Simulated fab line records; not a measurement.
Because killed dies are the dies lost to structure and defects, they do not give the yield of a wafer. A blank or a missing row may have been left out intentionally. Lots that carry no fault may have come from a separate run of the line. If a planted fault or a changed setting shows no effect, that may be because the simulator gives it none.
Problem report, 8D (eight disciplines) form, completed by code    flow n5 finfet    the parts of the form that need people (team, actions taken, sign-off) are left out

## 1. WHAT IS WRONG
Mean of spin speed rpm at N5_BEOL_M5_COAT_65: 1422.5 rpm across 6 wafers in 2 lots; on wafers with no fault it is 1500.0 rpm (standard deviation 0.93). Measured from the usual mean, that is -83 standard deviations.
The step: time 60 s, resist thk 60 nm.
First observed at day 10 17:35: wafer L590.1, on litho track-03. Wafers with a number at this step in the record: 33, from 11 lots. The rule behind "out" and "out of limits": a value lying over 4 standard deviations away from the usual mean. All remaining wafers that have a number are taken as sound.

## 2. WHAT IT IS, AND WHAT IT ISN'T
question                     is                      is not
which readings at this step  spin speed rpm          chill plate temp C
which lots                   L590, L591              L579, L582, L583, L589, L595, L596, L597, L600, L601
which wafers of those lots   all that have a number  -
read on which tools          litho track-03          litho track-01, litho track-04
when                         from day 10 17:35       up to then (12 sound wafers); but 15 sound wafers of L595, L596, L597, L600, L601 came after

## 3. SUSPECTS, AND WHAT RULES EACH OUT
Counting: a tool stays on the suspect list if, at a process step up to the reading, it processed all lots that are out and no sound lot following the first of them.
- litho track-03 at N5_BEOL_M5_COAT_65 (time 60 s, resist thk 60 nm): kept. Every lot that is out went through it, starting with L590 (day 10 17:35), and after that it ran no sound lot; the last sound lot it ran before then is L589 (day 10 12:20). Out on those wafers are its own readings of spin speed rpm.
Left after counting: litho track-03 at N5_BEOL_M5_COAT_65.

## 4. THE CAUSE (what the simulator had put in)
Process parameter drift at N5_BEOL_M5_COAT_65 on litho track-03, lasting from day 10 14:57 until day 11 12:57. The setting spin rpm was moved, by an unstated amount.
This tool alone remained once counting was done.

## 5. THE CHAIN OF EFFECTS, in route order
Each row: a reading where the mean over the struck wafers with a number is more than 3 standard deviations away from the usual. Only readings whose record carries a usual standard deviation are examined. hours: median over the lots of the time between each lot's start at the first step of this table that gives one and its start at this step. sigmas: the change, counted in usual standard deviations.
hours  step                reading         usual       on struck wafers  change  sigmas
0      N5_BEOL_M5_COAT_65  spin speed rpm  1500.0 rpm  1422.5            -77.5   -83
Its process steps:
- N5_BEOL_M5_COAT_65: time 60 s, resist thk 60 nm.
At these later measuring or inspecting steps, every struck wafer for which the step has a row has a number for every such reading, and none has moved that far: N5_BEOL_M5_INSPECT_30.

## 6. HOW IT WOULD HAVE BEEN CAUGHT EARLIER
In this record no reading fell out of limits until day 10 17:35, 3 hours after the fault had begun at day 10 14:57.
